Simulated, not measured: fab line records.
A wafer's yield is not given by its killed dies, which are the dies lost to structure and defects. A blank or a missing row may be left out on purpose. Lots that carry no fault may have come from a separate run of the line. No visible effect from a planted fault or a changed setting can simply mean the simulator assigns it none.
A struck lot beside a sound one || flow n5 finfet || 39 out of 1938 route steps
Sound: wafers L803.1, L803.2, L803.4. Wafers struck: L796.1, L796.4, L796.5. At the end, the cause is stated.
Each step with rows lists, per side, the tool, then ch with its chambers, then its first start. Under that, the readings that differ: sound wafers || struck wafers || difference of the means || sigmas: that difference in standard deviations of wafers without a fault.
alike: a reading whose means differ by less than 2 such deviations, as well as words and numbers matching on both sides. not compared: withheld readings; readings where some wafer has no value; bounds like >300 that might hide an equal value; numbers whose values overlap and for which the record gives no deviation.
The two part at a step that has a row with sigmas, a row that says differs or no value, or rows on one side only. Non-overlapping numbers with no deviation appear without sigmas and do not part them. Lack of a reading on every wafer of one side parts them only where that side has two or more wafers.

first, 9 steps without rows for these wafers: N5_BEOL_M4_ANNEAL_95 (time 240 s); N5_BEOL_M4_SPUTTER_96 (material Cu, target thk 4.5 nm, time 8.29 s); N5_BEOL_M4_ECD_50 (material Cu, target thk 300 nm); N5_BEOL_M4_ANNEAL_51 (time 90 s); N5_BEOL_M4_CMP_52 (polishes, stops on SiOC, t overpolish 6.8 s, target thk 40 nm); N5_BEOL_M4_PRE_CLEAN_60 (time 15 s); N5_BEOL_M4_CO_CAP_55 (material Co, precursor CCTBA/H2, target thk 2 nm, time 102.1 s); N5_BEOL_M4_PRE_CLEAN_56 (time 15 s); N5_BEOL_M4_DEP_57 (deposits SiCN from 3MS/NH3, target thk 8 nm, time 14 s).
N5_BEOL_M4_RC_MEAS_101:
  sound on prober-01 ch 0, day 11 14:37; struck on prober-01 ch 0, day 10 01:48
  alike: DIBL_N, DIBL_P, IOFF_N, IOFF_P, ION_N, ION_P, SS_N, SS_P, VT_N, VT_P
then, 24 steps without rows for these wafers: N5_BEOL_M5_ILD_DEP_00 (deposits SiCOH lowk from DEMS/porogen, target thk 140.64 nm, time 25.9 s); N5_BEOL_M5_CURE_79 (cures SiCOH lowk, time 240 s); N5_BEOL_M5_PECVD_70 (deposits SiO2 from TEOS/O2, target thk 16 nm, time 18 s); N5_BEOL_M5_HM_DEP_02 (deposits TiN, target thk 20 nm); N5_BEOL_M5_COAT_59 (time 60 s, resist thk 60 nm); N5_BEOL_M5_COAT_60 (time 60 s, resist thk 12 nm); N5_BEOL_M5_COAT_71 (time 60 s, resist thk 5 nm); N5_BEOL_M5_COAT_05 (resist thk 30 nm); N5_BEOL_M5_EBR_07; N5_BEOL_M5_SOFTBAKE_06 (time 60 s); N5_BEOL_M5_EXPOSE_08 (exposes mask M5, target cd 28 nm); N5_BEOL_M5_PEB_09 (peb time 60 s); N5_BEOL_M5_DEVELOP_10 (develop time 30 s); N5_BEOL_M5_DESCUM_16 (chemistry O2, time 7 s); N5_BEOL_M5_ETCH_72 (etches underlayer in N2/H2, target depth 6.5 nm, time 5.2 s); N5_BEOL_M5_ETCH_61 (etches SiARC in CF4, target depth 15.6 nm, time 26 s); N5_BEOL_M5_ETCH_62 (etches SOC in N2/H2, target depth 75 nm, overetch 15 nm, time 112.5 s); N5_BEOL_M5_STRIP_63 (strips in N2/H2); N5_BEOL_M5_STRIP_73 (strips in N2/H2); N5_BEOL_M5_STRIP_64 (strips in CF4); N5_BEOL_M5_HM_OPEN_17 (chemistry Cl2/BCl3, target TiN, target depth 20 nm, overetch 6 nm); N5_BEOL_M5_STRIP_19 (strips in O2); N5_BEOL_M5_COAT_65 (time 60 s, resist thk 60 nm); N5_BEOL_M5_COAT_66 (time 60 s, resist thk 12 nm).
-- here the record skips 3 days between the struck wafers' starts before and after, leaving off in module BEOL_M5 and picking up in module BEOL_M11 (first step shown: number 1596 of the route) --
N5_BEOL_M11_CMP_52: polishes, stops on SiCOH lowk, t overpolish 7 s, target thk 140 nm.
  sound on cmp-03 ch 0,2,3, day 14 06:22; struck on cmp-03 ch 0,2, day 12 20:38
  no value came back on the struck wafers for any of 6 readings (barrier field endpoint s (s), clearing platen down force psi (psi) and others); on the sound wafers barrier field endpoint s (s) reads 29.2 29.1 28.8
{"reading": "model.Cu_of_BEOL_M11_ECD_50.thk nm (nm)", "sound": "137.2 140 138.6", "struck": "321.6 318.8 316.8", "difference": "+180.5", "sigmas": ""}
{"reading": "model.SiO2_of_BEOL_M11_PECVD_70.thk nm (nm)", "sound": "0 0 0", "struck": "19.6 20 19.8", "difference": "+19.8", "sigmas": ""}
N5_BEOL_M11_THK_MEAS_53: measures by xrf.
  struck on film metro-01, day 12 20:56; sound on film metro-01, day 14 06:37
{"reading": "M11_THK (nm)", "sound": "140.4 142.6 141.5", "struck": "327.8 326.2 324.5", "difference": "+184.7", "sigmas": "+74"}
N5_BEOL_M11_RS_MEAS_57: a four-point-probe measurement.
  struck on film metro-02, day 12 21:04; sound on film metro-02, day 14 06:46
{"reading": "M11_RS (ohm/sq)", "sound": "0.1542 0.1510 0.1524", "struck": "0.0597 0.0601 0.0605", "difference": -0.0924, "sigmas": -37}
N5_BEOL_M11_INSPECT_58: inspects for defects (darkfield).
  struck on defect inspect-02, day 12 21:05; sound on defect inspect-01, day 14 06:48
{"reading": "raw defect count", "sound": "43 51 75", "struck": "1099 1178 1060", "difference": "+1056", "sigmas": "+53"}
N5_PASSIVATION_PROBE_49:
  struck on prober-01, day 14 12:42; sound on prober-02, day 16 00:13
{"reading": "defect limited yield (%)", "sound": "89.0 91.3 90.7", "struck": "0 0 0", "difference": -90, "sigmas": -69}
{"reading": "killed_at_M4_up", "sound": "25 16 19", "struck": "1087 1105 1115", "difference": "+1082", "sigmas": "+99 or more"}
{"reading": "killed at front end", "sound": "61 47 46", "struck": "29 24 24", "difference": -26, "sigmas": -3}
{"reading": "killed dies", "sound": "130 103 110", "struck": "1180 1180 1180", "difference": "+1066", "sigmas": "+71"}
{"reading": "killed on rim", "sound": "21 13 16", "struck": "152 152 152", "difference": "+135", "sigmas": "+37"}
{"reading": "killed short", "sound": "61 40 35", "struck": "32 22 29", "difference": -18, "sigmas": -2}
{"reading": "sort n pass", "sound": "1050 1077 1070", "struck": "0 0 0", "difference": -1066, "sigmas": -71}
{"reading": "sort yield pct (%)", "sound": "89.0 91.3 90.7", "struck": "0 0 0", "difference": -90, "sigmas": -69}
  alike: killed_at_M0_to_M3, killed at contacts, killed at other, killed open, sort_bin_5_function, sort_bin_6_memory

## WHERE THEY PART
At N5_BEOL_M11_CMP_52 first; at N5_PASSIVATION_PROBE_49 last (within this record only).

WHY: what had been put in by the simulator
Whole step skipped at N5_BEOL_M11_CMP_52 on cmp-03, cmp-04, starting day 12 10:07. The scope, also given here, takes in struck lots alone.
